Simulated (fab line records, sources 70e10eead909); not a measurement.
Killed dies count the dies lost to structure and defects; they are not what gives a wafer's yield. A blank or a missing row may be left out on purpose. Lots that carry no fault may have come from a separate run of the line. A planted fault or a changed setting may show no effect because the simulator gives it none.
Which of the tools did it? + flow nand harc + 13 lots (39 wafers sampled), 1 step of a 1302-step route

## WHAT THE GAUGES SHOWED, per wafer
NHARC_P_GATE_CD_MEAS_91: target cd 2000 nm. Usual: cd nm 2000.2 nm, standard deviation 1.9.
| lot  | measured     | on        | cd nm (nm)           | flag |
|------|--------------|-----------|----------------------|------|
| L249 | day 5 17:11  | cd sem-03 | 2001.1 2004.4 2000.9 |      |
| L251 | day 6 21:07  | cd sem-03 | 1999.4 2001.8 1998.8 |      |
| L252 | day 6 23:45  | cd sem-01 | 1996.8 1999.8 2001.4 |      |
| L253 | day 7 05:34  | cd sem-01 | 1999.2 2000.7 2001.3 |      |
| L256 | day 8 12:13  | cd sem-01 | 1998.9 1998.0 1996.6 |      |
| L257 | day 8 23:28  | cd sem-02 | 2001.7 2003.2 2001.1 |      |
| L258 | day 9 12:52  | cd sem-02 | 2004.1 2000.8 2002.3 |      |
| L264 | day 11 21:34 | cd sem-03 | 2001.9 2001.9 2002.6 |      |
| L269 | day 14 01:01 | cd sem-03 | 2001.5 2000.7 2002.7 |      |
| L268 | day 14 02:02 | cd sem-02 | 1999.8 1998.7 2002.0 |      |
| L270 | day 14 22:01 | cd sem-01 | 2002.6 1998.5 1997.9 |      |
| L271 | day 15 03:06 | cd sem-03 | 1997.3 1998.8 1997.0 |      |
| L272 | day 15 16:28 | cd sem-01 | 2000.8 2002.3 1999.1 |      |

## WHICH TOOL RAN EACH LOT (tool, then ch and the chambers of the sampled wafers, then the start)
There is no process step in the record ahead of these readings.

## AS READ BY THE TOOLS THEMSELVES (means over the sampled wafers that have a number; for cases with no such wafer, the mark the record gives instead)
The record holds no such reading with a usual standard deviation.

## THE ANSWER, worked out from the rows above alone
Rule: a lot is off if the mean of its wafers that have a number lies more than 3 standard deviations from the usual mean. Also off: a lot with no number at a reading for which 4 or more lots have one. Any other lot the step has rows for is counted as sound. First the gauges in route order, then the tools' own readings, where a lot's mean is used as printed above. The first step at which some lot is off is used, and at that step the reading that is off furthest; a lot without a number counts as furthest.
None of the lots is off at any reading shown; this tells nothing.

## WHAT WAS PUT IN BY THE SIMULATOR
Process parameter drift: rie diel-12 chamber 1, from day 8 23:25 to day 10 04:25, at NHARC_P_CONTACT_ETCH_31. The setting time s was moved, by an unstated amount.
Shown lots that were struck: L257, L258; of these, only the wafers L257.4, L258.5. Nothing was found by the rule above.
